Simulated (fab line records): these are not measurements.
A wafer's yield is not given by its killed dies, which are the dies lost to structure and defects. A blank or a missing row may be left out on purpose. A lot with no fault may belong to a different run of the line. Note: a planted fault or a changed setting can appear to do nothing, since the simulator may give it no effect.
Which of the tools did it?	flow nand-harc	18 wafers from 6 lots sampled at 5 of the route's 1159 steps

== WHAT THE GAUGES SHOWED, per wafer ==
NHARC_END_SORT_01.
lot	measured	on	killed-at-array
L248	day 20 02:53	prober-02	673 672 676

== WHAT TOOL EACH LOT RAN ON (gives the tool, then ch and the chambers of the sampled wafers, and finally the start) ==
lot	NHARC_A_STAIRCASE_DESCUM_312	NHARC_A_STAIRCASE_ETCH_315	NHARC_A_STAIRCASE_DEP_151	NHARC_A_STAIRCASE_DEP_322
L245	rie-diel-06 ch 0,1,2, day 12 02:10	rie-diel-06 ch 0,1,2, day 12 18:46 or earlier	pecvd-02 ch 0,1,2, day 12 18:46	pecvd-03 ch 0,1,2, day 13 01:52
L248	rie-diel-05 ch 0,3, day 12 13:41	rie-diel-05 ch 1,2,3, day 13 03:41 or earlier	pecvd-04 ch 0,2, day 13 03:41	pecvd-04 ch 0,2, day 13 13:56
L258	rie-diel-04 ch 1,2, day 15 12:35	rie-diel-04 ch 0,1,2, day 16 05:04 or earlier	pecvd-04 ch 1,2, day 16 05:04	pecvd-03 ch 0,1,2, day 16 12:34
L261	rie-diel-05 ch 1,2, day 16 11:41	rie-diel-05 ch 0,1, day 17 01:49 or earlier	pecvd-03 ch 0,1,2, day 17 01:49	pecvd-02 ch 1,2, day 17 10:42
L266	rie-diel-05 ch 0,3, day 17 05:49	rie-diel-05 ch 0,3, day 17 23:41 or earlier	pecvd-03 ch 0,1, day 17 23:41	pecvd-03 ch 0,2, day 18 09:04
L265	rie-diel-04 ch 0,1,2, day 17 20:14	rie-diel-04 ch 0,2,3, day 18 12:47 or earlier	pecvd-02 ch 0,2, day 18 12:47	pecvd-03 ch 0,1,2, day 19 05:16
- NHARC_A_STAIRCASE_DESCUM_312: chemistry O2, time 3 s.
- NHARC_A_STAIRCASE_ETCH_315: etches the open film in C4F8/O2/Ar, target depth 2500 nm, time 607.1 s.
- NHARC_A_STAIRCASE_DEP_151: deposits SiO2, target thk 3800 nm.
- NHARC_A_STAIRCASE_DEP_322: deposits SiO2, target thk 3800 nm.

== THE ANSWER, worked out from the rows above alone ==
Rule: the lots themselves supply what counts as usual. Put in order of their means at a reading, lots are off if they are a third of the lots or fewer, leave a main group of 4 or more, and stand apart from it by a gap of 3 or more times the standard deviation of the main group's means; of several such gaps the widest counts. If all means in a main group match to the digits the tables above print for the reading, that group is not used. A lot without any number at a reading at which 4 lots or more have one is off too. All remaining lots with rows at the step are treated as sound.
Nothing can be told from this: no lot is off at any reading shown.

== WHAT HAD BEEN PUT IN BY THE SIMULATOR ==
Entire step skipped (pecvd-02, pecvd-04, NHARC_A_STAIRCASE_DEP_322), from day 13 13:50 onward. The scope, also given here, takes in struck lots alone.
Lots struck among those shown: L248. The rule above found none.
